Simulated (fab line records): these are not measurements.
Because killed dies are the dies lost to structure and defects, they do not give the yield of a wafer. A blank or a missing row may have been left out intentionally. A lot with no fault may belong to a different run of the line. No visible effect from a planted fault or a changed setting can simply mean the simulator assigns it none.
Matching of chambers | flow n5Finfet | N5_MOL_CONTACT_COAG_ETCHBACK_134 on rieDiel-04: 4 sister chambers
The step etches SiO2 in CHF3, target depth 10 nm, time 6.7 s. 14 wafers are shown with their chamber, then 7 later ones without.

## WAFERS, EACH WITH ITS CHAMBER
wafer  | chamber | rfVppV (V) | showerheadPlenumPTorr (Torr) | drypumpMotorCurrentA (A)
L076.1 | 3       | 507        | 2.29                         | 5.5
L076.4 | 1       | 515        | 2.30                         | 6.1
L076.5 | 2       | 524        | 2.45                         | 5.6
L077.1 | 3       | 506        | 2.29                         | 5.5
L077.4 | 0       | 551        | 2.38                         | 5.8
L077.5 | 2       | 525        | 2.45                         | 5.6
L081.2 | 1       | 516        | 2.29                         | 6.2
L081.3 | 3       | 507        | 2.29                         | 5.5
L081.4 | 2       | 525        | 2.45                         | 5.6
L087.1 | 1       | 517        | 2.29                         | 6.1
L087.2 | 3       | 505        | 2.29                         | 5.5
L087.4 | 2       | 524        | 2.45                         | 5.6
L094.4 | 1       | 516        | 2.28                         | 6.2
L094.5 | 3       | 506        | 2.28                         | 5.5

SIGNATURES (averages over the wafers above)
reading               | chamber 0 | chamber 1 | chamber 2 | chamber 3 | scatter within a chamber
rfVppV                | 551.00    | 516.00    | 524.50    | 506.20    | 0.762
showerheadPlenumPTorr | 2.3800    | 2.2900    | 2.4500    | 2.2880    | 0.00529
drypumpMotorCurrentA  | 5.800     | 6.150     | 5.600     | 5.500     | 0.0316
Rule: a wafer's distance from a chamber is the root of the sum, over the readings, of the square of ((its reading less the chamber's mean) divided by the reading's scatter). The wafer belongs to the nearest chamber; if the next one is less than 2 further off, it can't be placed. The scatter: the root of (the sum of the squares of (reading less its chamber's mean) over the shown wafers, divided by (wafers less chambers)).

## WAFERS MISSING THEIR CHAMBER
wafer  | rfVppV (V) | showerheadPlenumPTorr (Torr) | drypumpMotorCurrentA (A)
L094.6 | 525        | 2.44                         | 5.6
L095.2 | 552        | 2.37                         | 5.8
L095.4 | 507        | 2.28                         | 5.5
L095.5 | 552        | 2.37                         | 5.7
L096.2 | 550        | 2.37                         | 5.8
L096.3 | 525        | 2.44                         | 5.6
L096.4 | 515        | 2.28                         | 6.1

## THE CHAMBER EACH PASSED THROUGH
wafer  | from the rows above | in truth
L094.6 | 2                   | 2
L095.2 | 0                   | 0
L095.4 | 3                   | 3
L095.5 | 0                   | 0
L096.2 | 0                   | 0
L096.3 | 2                   | 2
L096.4 | 1                   | 1
7 of 7 placed correctly. Not placeable from these rows: 0. Number placed wrongly: 0.
